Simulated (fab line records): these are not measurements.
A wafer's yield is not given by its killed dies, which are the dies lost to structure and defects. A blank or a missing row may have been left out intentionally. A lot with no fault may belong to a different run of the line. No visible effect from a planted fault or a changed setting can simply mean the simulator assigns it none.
What tool caused it? | flow n5 finfet | 72 wafers from 24 lots sampled at 6 of the route's 1938 steps

## WHAT EACH GAUGE READ, for each wafer
Not one reading of a measure or inspect step in the record can be checked against a usual standard deviation.

## EACH LOT AND THE TOOL THAT RAN IT (in order: tool; ch and the chambers of the sampled wafers; start)
lot  | N5_BEOL_M4_PRE_CLEAN_45      | N5_BEOL_M4_ALD_84                   | N5_BEOL_M4_SURFACE_TREAT_85  | N5_BEOL_M4_ANNEAL_91         | N5_BEOL_M5_STRIP_19                | N5_BEOL_M5_ETCH_67
L074 | pvd sputter-01, day 7 17:50  | ald metal-04 ch 0,1,2, day 7 17:54  | pvd sputter-03, day 7 18:13  | pvd sputter-01, day 7 19:37  | rie diel-01 ch 0,2,3, day 8 00:49  | rie diel-01 ch 0,1, day 8 01:29
L075 | pvd sputter-03, day 7 18:17  | ald metal-01 ch 0,1,2, day 7 18:22  | pvd sputter-03, day 7 18:40  | pvd sputter-03, day 7 20:09  | rie diel-03 ch 0,1, day 8 01:30    | rie diel-03 ch 0,2,3, day 8 02:04
L076 | pvd sputter-03, day 8 07:58  | ald metal-03 ch 0,2, day 8 08:02    | pvd sputter-03, day 8 08:22  | pvd sputter-01, day 8 09:58  | rie diel-04 ch 1,2,3, day 8 15:11  | rie diel-04 ch 0,1,3, day 8 15:52
L077 | pvd sputter-03, day 8 11:04  | ald metal-04 ch 2,3, day 8 11:08    | pvd sputter-02, day 8 11:22  | pvd sputter-01, day 8 12:49  | rie diel-01 ch 1,2, day 8 17:59    | rie diel-04 ch 0,1,3, day 8 18:54
L078 | pvd sputter-01, day 8 20:26  | ald metal-03 ch 2,3, day 8 20:29    | pvd sputter-02, day 8 20:50  | pvd sputter-03, day 8 23:16  | rie diel-04 ch 0,1,3, day 9 04:17  | rie diel-01 ch 1,2,3, day 9 04:58
L080 | pvd sputter-03, day 9 00:44  | ald metal-03 ch 0,2,3, day 9 00:47  | pvd sputter-03, day 9 01:04  | pvd sputter-01, day 9 02:31  | rie diel-03 ch 0,2,3, day 9 07:29  | rie diel-01 ch 2,3, day 9 08:50
L079 | pvd sputter-01, day 9 03:50  | ald metal-01 ch 0,2,3, day 9 04:00  | pvd sputter-01, day 9 04:17  | pvd sputter-01, day 9 06:02  | rie diel-03 ch 2,3, day 9 10:50    | rie diel-04 ch 0,2,3, day 9 12:15
L081 | pvd sputter-01, day 9 09:48  | ald metal-01 ch 0,3, day 9 09:55    | pvd sputter-02, day 9 10:10  | pvd sputter-02, day 9 11:35  | rie diel-04 ch 1,2,3, day 9 17:21  | rie diel-03 ch 0,2,3, day 9 18:13
L082 | pvd sputter-02, day 9 13:09  | ald metal-01 ch 0,2,3, day 9 13:18  | pvd sputter-02, day 9 13:33  | pvd sputter-03, day 9 15:22  | rie diel-01 ch 0,2,3, day 9 19:48  | rie diel-01 ch 0,2,3, day 9 20:25
L083 | pvd sputter-02, day 10 02:42 | ald metal-01 ch 0,1,3, day 10 02:47 | pvd sputter-01, day 10 03:16 | pvd sputter-01, day 10 04:56 | rie diel-01 ch 2,3, day 10 09:50   | rie diel-03 ch 1,2, day 10 10:31
L084 | pvd sputter-01, day 10 10:24 | ald metal-01 ch 2,3, day 10 10:28   | pvd sputter-02, day 10 10:52 | pvd sputter-02, day 10 12:19 | rie diel-03 ch 0,1, day 10 17:58   | rie diel-03 ch 2,3, day 10 20:16
L086 | pvd sputter-01, day 10 13:44 | ald metal-03 ch 1,2,3, day 10 13:58 | pvd sputter-01, day 10 14:18 | pvd sputter-02, day 10 15:46 | rie diel-01 ch 0,1,2, day 10 21:01 | rie diel-01 ch 1,2,3, day 10 21:42
L085 | pvd sputter-02, day 10 16:56 | ald metal-04 ch 0,1,2, day 10 17:00 | pvd sputter-03, day 10 17:15 | pvd sputter-01, day 10 18:40 | rie diel-04 ch 0,1,3, day 11 00:33 | rie diel-01 ch 0,2,3, day 11 01:37
L087 | pvd sputter-02, day 11 02:59 | ald metal-04 ch 0,2,3, day 11 03:03 | pvd sputter-02, day 11 03:25 | pvd sputter-02, day 11 04:54 | rie diel-03 ch 0,2,3, day 11 10:13 | rie diel-04 ch 0,1,2, day 11 10:49
L088 | pvd sputter-01, day 11 10:52 | ald metal-04 ch 0,1, day 11 10:55   | pvd sputter-03, day 11 11:09 | pvd sputter-03, day 11 12:33 | rie diel-04 ch 1,3, day 11 21:20   | rie diel-04 ch 0,1,3, day 11 23:13
L089 | pvd sputter-02, day 11 13:37 | ald metal-04 ch 0,3, day 11 13:44   | pvd sputter-03, day 11 14:02 | pvd sputter-03, day 11 15:39 | rie diel-04 ch 0,1,3, day 11 21:26 | rie diel-01 ch 0,1,2, day 11 23:23
L090 | pvd sputter-03, day 11 13:59 | ald metal-03 ch 0,2,3, day 11 14:03 | pvd sputter-03, day 11 14:26 | pvd sputter-02, day 11 15:55 | rie diel-03 ch 1,2,3, day 11 21:28 | rie diel-03 ch 1,2, day 11 23:27
L091 | pvd sputter-02, day 12 06:02 | ald metal-04 ch 0,1,3, day 12 06:08 | pvd sputter-02, day 12 06:31 | pvd sputter-02, day 12 07:58 | rie diel-04 ch 2,3, day 12 13:08   | rie diel-03 ch 0,1,3, day 12 13:51
L092 | pvd sputter-01, day 12 09:31 | ald metal-04 ch 0,1,2, day 12 09:35 | pvd sputter-02, day 12 09:50 | pvd sputter-03, day 12 11:14 | rie diel-04 ch 0,2,3, day 12 16:27 | rie diel-04 ch 0,1,2, day 12 18:10
L093 | pvd sputter-03, day 12 12:44 | ald metal-04 ch 0,1, day 12 12:48   | pvd sputter-03, day 12 13:05 | pvd sputter-02, day 12 14:49 | rie diel-03 ch 0,2,3, day 12 20:34 | rie diel-01 ch 0,2, day 12 23:25
L094 | pvd sputter-01, day 12 15:44 | ald metal-01 ch 0,1,3, day 12 15:48 | pvd sputter-02, day 12 16:04 | pvd sputter-01, day 12 17:34 | rie diel-04 ch 0,1,2, day 13 01:23 | rie diel-01 ch 1,2,3, day 13 03:26
L095 | pvd sputter-01, day 12 21:13 | ald metal-04 ch 0,2,3, day 12 21:17 | pvd sputter-01, day 12 21:34 | pvd sputter-01, day 12 23:07 | rie diel-04 ch 0,2, day 13 04:54   | rie diel-01 ch 0,1,2, day 13 05:28
L096 | pvd sputter-03, day 13 08:40 | ald metal-03 ch 1,2,3, day 13 08:44 | pvd sputter-03, day 13 09:17 | pvd sputter-01, day 13 10:47 | rie diel-03 ch 0,1,3, day 13 16:39 | rie diel-03 ch 0,1,3, day 13 17:26
L097 | pvd sputter-02, day 13 12:14 | ald metal-03 ch 0,2,3, day 13 12:17 | pvd sputter-01, day 13 12:32 | pvd sputter-02, day 13 14:04 | rie diel-04 ch 0,2,3, day 13 18:23 | rie diel-03 ch 0,1,3, day 13 18:56
- N5_BEOL_M4_PRE_CLEAN_45: time 30 s.
- N5_BEOL_M4_ALD_84: deposits TaN, pulse time 2 s, purge time 3 s, co reactant purge time 2 s.
- N5_BEOL_M4_SURFACE_TREAT_85
- N5_BEOL_M4_ANNEAL_91: time 240 s.
- N5_BEOL_M5_STRIP_19: strips in O2.
- N5_BEOL_M5_ETCH_67: etches SiARC in CF4, target depth 15.6 nm, time 26 s.

## WHAT THE TOOLS THEMSELVES READ (means of the sampled wafers that have a number; where no wafer has one, the mark that the record gives instead)
N5_BEOL_M4_PRE_CLEAN_45.
lot  | tool           | heater power w (W)
L074 | pvd sputter-01 | 327
L075 | pvd sputter-03 | 353
L076 | pvd sputter-03 | 333
L077 | pvd sputter-03 | 323
L078 | pvd sputter-01 | 315
L080 | pvd sputter-03 | 318
L079 | pvd sputter-01 | 319
L081 | pvd sputter-01 | 319
L082 | pvd sputter-02 | 303
L083 | pvd sputter-02 | 300
L084 | pvd sputter-01 | 321
L086 | pvd sputter-01 | 310
L085 | pvd sputter-02 | 301
L087 | pvd sputter-02 | 300
L088 | pvd sputter-01 | 325
L089 | pvd sputter-02 | 302
L090 | pvd sputter-03 | 298
L091 | pvd sputter-02 | 303
L092 | pvd sputter-01 | 322
L093 | pvd sputter-03 | 313
L094 | pvd sputter-01 | 320
L095 | pvd sputter-01 | 315
L096 | pvd sputter-03 | 322
L097 | pvd sputter-02 | 301

N5_BEOL_M4_ALD_84.
lot  | tool         | chamber pressure Torr (Torr) | heater power w (W)
L074 | ald metal-04 | 3.000                        | 427
L075 | ald metal-01 | 3.001                        | 429
L076 | ald metal-03 | 2.998                        | 413
L077 | ald metal-04 | 3.009                        | 439
L078 | ald metal-03 | 3.000                        | 421
L080 | ald metal-03 | 2.999                        | 410
L079 | ald metal-01 | 2.998                        | 433
L081 | ald metal-01 | 2.995                        | 449
L082 | ald metal-01 | 2.997                        | 433
L083 | ald metal-01 | 3.005                        | 444
L084 | ald metal-01 | 2.999                        | 426
L086 | ald metal-03 | 3.005                        | 406
L085 | ald metal-04 | 3.005                        | 425
L087 | ald metal-04 | 3.005                        | 433
L088 | ald metal-04 | 3.000                        | 420
L089 | ald metal-04 | 3.004                        | 426
L090 | ald metal-03 | 3.000                        | 413
L091 | ald metal-04 | 3.006                        | 440
L092 | ald metal-04 | 3.011                        | 424
L093 | ald metal-04 | 3.005                        | 427
L094 | ald metal-01 | 2.999                        | 445
L095 | ald metal-04 | 3.005                        | 438
L096 | ald metal-03 | 2.998                        | 404
L097 | ald metal-03 | 3.000                        | 413

N5_BEOL_M4_ANNEAL_91.
lot  | tool           | heater power w (W)
L074 | pvd sputter-01 | 824
L075 | pvd sputter-03 | 847
L076 | pvd sputter-01 | 801
L077 | pvd sputter-01 | 771
L078 | pvd sputter-03 | 748
L080 | pvd sputter-01 | 788
L079 | pvd sputter-01 | 788
L081 | pvd sputter-02 | 773
L082 | pvd sputter-03 | 799
L083 | pvd sputter-01 | 805
L084 | pvd sputter-02 | 768
L086 | pvd sputter-02 | 760
L085 | pvd sputter-01 | 818
L087 | pvd sputter-02 | 777
L088 | pvd sputter-03 | 757
L089 | pvd sputter-03 | 872
L090 | pvd sputter-02 | 791
L091 | pvd sputter-02 | 746
L092 | pvd sputter-03 | 821
L093 | pvd sputter-02 | 760
L094 | pvd sputter-01 | 799
L095 | pvd sputter-01 | 831
L096 | pvd sputter-01 | 825
L097 | pvd sputter-02 | 799

N5_BEOL_M5_STRIP_19.
lot  | tool        | drypump motor current A (A) | oes product au (a.u.) | rf vpp V (V) | showerhead plenum p Torr (Torr) | throttle valve pct (%)
L074 | rie diel-01 | 5.8                         | 0.71                  | 3.1          | 2.10                            | 16.95
L075 | rie diel-03 | 5.7                         | 0.74                  | 3.7          | 2.14                            | 16.92
L076 | rie diel-04 | 5.9                         | 0.81                  | 3.2          | 2.11                            | 16.68
L077 | rie diel-01 | 6.1                         | 0.83                  | 3.8          | 2.12                            | 16.43
L078 | rie diel-04 | 5.6                         | 0.79                  | 3.5          | 2.05                            | 16.85
L080 | rie diel-03 | 5.5                         | 0.73                  | 2.8          | 2.13                            | 16.95
L079 | rie diel-03 | 5.3                         | 0.74                  | 2.9          | 2.13                            | 16.98
L081 | rie diel-04 | 6.0                         | 0.80                  | 3.7          | 2.11                            | 16.70
L082 | rie diel-01 | 5.8                         | 0.82                  | 4.0          | 2.10                            | 16.79
L083 | rie diel-01 | 6.1                         | 0.71                  | 3.6          | 2.07                            | 16.88
L084 | rie diel-03 | 5.7                         | 0.72                  | 3.5          | 2.15                            | 16.96
L086 | rie diel-01 | 5.9                         | 0.85                  | 3.9          | 2.12                            | 16.63
L085 | rie diel-04 | 5.6                         | 0.77                  | 3.4          | 2.04                            | 16.88
L087 | rie diel-03 | 5.4                         | 0.72                  | 3.5          | 2.12                            | 17.00
L088 | rie diel-04 | 6.0                         | 0.77                  | 3.7          | 2.07                            | 16.97
L089 | rie diel-04 | 5.6                         | 0.76                  | 3.5          | 2.04                            | 16.89
L090 | rie diel-03 | 5.5                         | 0.71                  | 4.0          | 2.09                            | 16.99
L091 | rie diel-04 | 5.8                         | 0.70                  | 3.6          | 2.14                            | 16.76
L092 | rie diel-04 | 5.5                         | 0.69                  | 4.2          | 2.08                            | 16.92
L093 | rie diel-03 | 5.5                         | 0.71                  | 3.8          | 2.12                            | 17.02
L094 | rie diel-04 | 5.5                         | 0.75                  | 3.7          | 2.07                            | 16.65
L095 | rie diel-04 | 5.0                         | 0.67                  | 3.3          | 2.05                            | 16.84
L096 | rie diel-03 | 5.5                         | 0.71                  | 3.9          | 2.15                            | 17.01
L097 | rie diel-04 | 5.4                         | 0.79                  | 3.9          | 2.08                            | 16.79

N5_BEOL_M5_ETCH_67.
lot  | tool        | drypump motor current A (A) | etch rf on time s (s) | oes product au (a.u.) | rf vpp V (V) | showerhead plenum p Torr (Torr) | throttle valve pct (%)
L074 | rie diel-01 | 5.5                         | 26.1                  | 0.64                  | 184.3        | 2.19                            | 15.78
L075 | rie diel-03 | 5.4                         | 25.9                  | 0.64                  | 184.9        | 2.17                            | 15.87
L076 | rie diel-04 | 5.6                         | 25.7                  | 0.68                  | 184.0        | 2.09                            | 15.76
L077 | rie diel-04 | 5.6                         | 25.6                  | 0.69                  | 183.9        | 2.09                            | 15.77
L078 | rie diel-01 | 6.0                         | 26.0                  | 0.66                  | 183.5        | 2.12                            | 15.53
L080 | rie diel-01 | 6.1                         | 26.7                  | 0.62                  | 183.5        | 2.10                            | 15.71
L079 | rie diel-04 | 5.5                         | 26.2                  | 0.60                  | 183.9        | 2.12                            | 15.75
L081 | rie diel-03 | 5.5                         | 26.3                  | 0.62                  | 183.7        | 2.17                            | 15.90
L082 | rie diel-01 | 5.7                         | 25.9                  | 0.70                  | 184.0        | 2.12                            | 15.66
L083 | rie diel-03 | 5.6                         | 26.2                  | 0.63                  | 184.0        | 2.09                            | 15.90
L084 | rie diel-03 | 5.4                         | 25.9                  | 0.63                  | 184.9        | 2.11                            | 15.95
L086 | rie diel-01 | 6.0                         | 26.2                  | 0.65                  | 184.6        | 2.11                            | 15.56
L085 | rie diel-01 | 5.8                         | 25.9                  | 0.68                  | 183.7        | 2.12                            | 15.68
L087 | rie diel-04 | 5.5                         | 25.9                  | 0.66                  | 184.1        | 2.12                            | 15.54
L088 | rie diel-04 | 5.6                         | 25.7                  | 0.66                  | 183.7        | 2.08                            | 15.81
L089 | rie diel-01 | 5.8                         | 25.5                  | 0.71                  | 184.0        | 2.16                            | 15.55
L090 | rie diel-03 | 5.6                         | 26.1                  | 0.62                  | 183.4        | 2.08                            | 15.94
L091 | rie diel-03 | 5.6                         | 26.3                  | 0.61                  | 184.3        | 2.19                            | 15.90
L092 | rie diel-04 | 5.5                         | 25.7                  | 0.65                  | 184.2        | 2.11                            | 15.55
L093 | rie diel-01 | 5.9                         | 25.8                  | 0.66                  | 184.1        | 2.14                            | 15.72
L094 | rie diel-01 | 6.0                         | 26.4                  | 0.63                  | 183.6        | 2.11                            | 15.59
L095 | rie diel-01 | 5.9                         | 25.7                  | 0.70                  | 184.5        | 2.16                            | 15.57
L096 | rie diel-03 | 5.5                         | 26.4                  | 0.60                  | 184.3        | 2.18                            | 15.92
L097 | rie diel-03 | 5.5                         | 26.2                  | 0.60                  | 184.2        | 2.18                            | 15.92

## THE ANSWER, worked out from the rows above alone
Rule: usual is defined by the lots themselves. The widest of any qualifying gaps counts: lots, ordered by their means at a reading, are off when they make up no more than a third of the lots, leave a main group of 4 or more, and stand apart from it by 3 or more times the standard deviation of that group's means. If all means in a main group match to the digits the tables above print for the reading, that group is not used. A lot without any number at a reading at which 4 lots or more have one is off too. All remaining lots with rows at the step are treated as sound. After the gauges, taken in route order, come the tools' own readings; for these a lot's mean is taken, as printed above. The first step at which some lot is off is used, and at that step the reading that is off furthest; a lot without a number counts as furthest.
No lot is off at any reading shown: from this, nothing can be told.

## WHAT THE SIMULATOR HAD INSERTED
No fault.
